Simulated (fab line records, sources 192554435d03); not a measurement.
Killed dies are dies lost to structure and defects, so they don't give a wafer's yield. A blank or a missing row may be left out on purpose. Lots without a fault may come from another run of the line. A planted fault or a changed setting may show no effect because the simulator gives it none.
Split-lot experiment | flow n5_finfet | 7 lots, 21 wafers read, on a route of 1938 steps

THE SPLIT
At N5_BEOL_M12_TRENCH_ETCH_34 (etches SiOC in C4F8/O2/Ar, target depth 318.95 nm, time 125.5 s), the setting time_s was moved away from the recipe's 125.5 s on 7 of the 21 wafers read, by -14.9% to +21.4%. The other wafers ran this setting at the recipe's value.

FROM THE SPLIT TO THE READING: what the file shows between them, 8 steps
- N5_BEOL_M12_STRIP_70: strips in C4F8/O2/Ar
- N5_BEOL_M12_OCD_MEAS_35
- N5_BEOL_M12_SPUTTER_45: material Cu, target thk 80 nm, time 13.33 s (also split here: time_s)
- N5_BEOL_M12_ECD_47: material Cu, target thk 720 nm
- N5_BEOL_M12_ANNEAL_48: time 90 s
- N5_BEOL_M12_CMP_49: polishes, stops on SiOC, t overpolish 20.6 s, target thk 320 nm
- N5_BEOL_M12_PRE_CLEAN_52: time 15 s
- N5_BEOL_M12_DEP_53: deposits SiCN from 3MS/NH3, target thk 30 nm, time 10.5 s

THE READING
M12_RS, in ohm/sq, at N5_BEOL_M12_RS_MEAS_54 (measures by four-point-probe). Fault-free wafers of this fab line usually give 0.0601 ohm/sq, standard deviation 0.00091 ohm/sq.

wafer  | tool, chamber at the split | time_s as run, s | against the recipe | M12_RS, ohm/sq | against lot-mates on the recipe
L077.3 | rie_diel-05, 2             | 125.5            | recipe             | 0.0601         | -
L077.5 | rie_diel-05, 2             | 125.5            | recipe             | 0.0609         | -
L077.6 | rie_diel-05, 3             | 125.5            | recipe             | 0.0600         | -
L079.4 | rie_diel-06, 1             | 125.5            | recipe             | 0.0598         | -
L079.5 | rie_diel-06, 3             | 125.5            | recipe             | 0.0608         | -
L079.6 | rie_diel-06, 0             | 125.5            | recipe             | 0.0610         | -
L080.4 | rie_diel-05, 0             | 112              | -10.8%             | 0.0682         | +0.0081
L080.5 | rie_diel-05, 2             | 125.5            | recipe             | 0.0601         | -
L080.6 | rie_diel-05, 1             | 112              | -10.8%             | 0.0678         | +0.0077
L084.2 | rie_diel-02, 1             | 125.5            | recipe             | 0.0611         | -
L084.3 | rie_diel-02, 3             | 149.2            | +18.9%             | 0.0499         | -0.0112
L084.6 | rie_diel-02, 1             | 149.2            | +18.9%             | 0.0510         | -0.0101
L087.1 | rie_diel-06, 2             | 125.5            | recipe             | 0.0589         | -
L087.3 | rie_diel-06, 0             | 125.5            | recipe             | 0.0610         | -
L087.6 | rie_diel-06, 0             | 125.5            | recipe             | 0.0604         | -
L085.2 | rie_diel-05, 0             | 125.5            | recipe             | 0.0594         | -
L085.3 | rie_diel-05, 1             | 125.5            | recipe             | 0.0598         | -
L085.5 | rie_diel-05, 2             | 152.3            | +21.4%             | 0.0492         | -0.0104
L097.1 | rie_diel-06, 3             | 106.8            | -14.9%             | 0.0727         | +0.0133
L097.3 | rie_diel-06, 1             | 106.8            | -14.9%             | 0.0693         | +0.0099
L097.5 | rie_diel-06, 1             | 125.5            | recipe             | 0.0594         | -

THE FIT
A straight line over all 21 wafers: M12_RS changes by -0.000595 ohm/sq for each +1% of time_s; r = -0.98; the points scatter about the line by 0.0012 ohm/sq.
The same after taking each lot's own level away (the mean of its wafers on the recipe; 21 wafers): -0.00062 ohm/sq for each +1%; r = -0.98; scatter 0.0012 ohm/sq.
On that fit, the largest move of time_s shifts the reading by 0.013 ohm/sq.
The lots' own levels span 0.05940 to 0.06110 ohm/sq, that is 1.9 times the standard deviation above.
So the lot-to-lot level changes the slope little: the two slopes agree.
Check: with one of the wafers moved furthest among these (+21.4%) left out of the fit, the line predicts -0.0136 ohm/sq for it against its lot-mates. It came out at -0.0104 ohm/sq against them.

OTHER SPLITS ON THESE WAFERS
These wafers also went through other splits before the reading. Each is held against what the fit with the lots' levels taken away leaves over:
other split on the same wafers | wafers away from the commonest value | r with M12_RS (lot level and that fit taken away)
N5_BEOL_M9_ILD_DEP_00 time_s   | 8                                    | -0.10
N5_BEOL_M9_COAT_22 spin_rpm    | 7                                    | +0.18
N5_BEOL_M10_COAT_63 spin_rpm   | 6                                    | -0.31
N5_BEOL_M10_PEB_26 peb_time_s  | 2                                    | +0.15
N5_BEOL_M11_ETCH_41 time_s     | 9                                    | -0.06
N5_BEOL_M12_SPUTTER_45 time_s  | 6                                    | +0.09

THE WHOLE CHAIN: every reading that the file lists as answering this split, in the file's order
step                       | what it does                                                    | reading                                                                       | change (the file's fit)               | r (the file's)
N5_BEOL_M12_TRENCH_ETCH_34 | etches SiOC in C4F8/O2/Ar, target depth 318.95 nm, time 125.5 s | etch.depth_nm (the simulator's own value, which no gauge read)                | +3.22 nm for each +1% of the setting  | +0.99
N5_BEOL_M12_OCD_MEAS_35    |                                                                 | trench_depth_nm                                                               | +3.22 nm for each +1% of the setting  | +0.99
N5_BEOL_M12_CMP_49         | polishes, stops on SiOC, t overpolish 20.6 s, target thk 320 nm | Cu_of_BEOL_M12_ECD_47.thk_nm (the simulator's own value, which no gauge read) | +3.26 nm for each +1% of the setting  | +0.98
N5_BEOL_M12_RS_MEAS_54     | measures by four-point-probe                                    | M12_RS                                                                        | -0.000592 for each +1% of the setting | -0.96

THE FILE'S OWN FIT
M12_RS changes by -0.000592 ohm/sq for each +1% of time_s, r = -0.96.
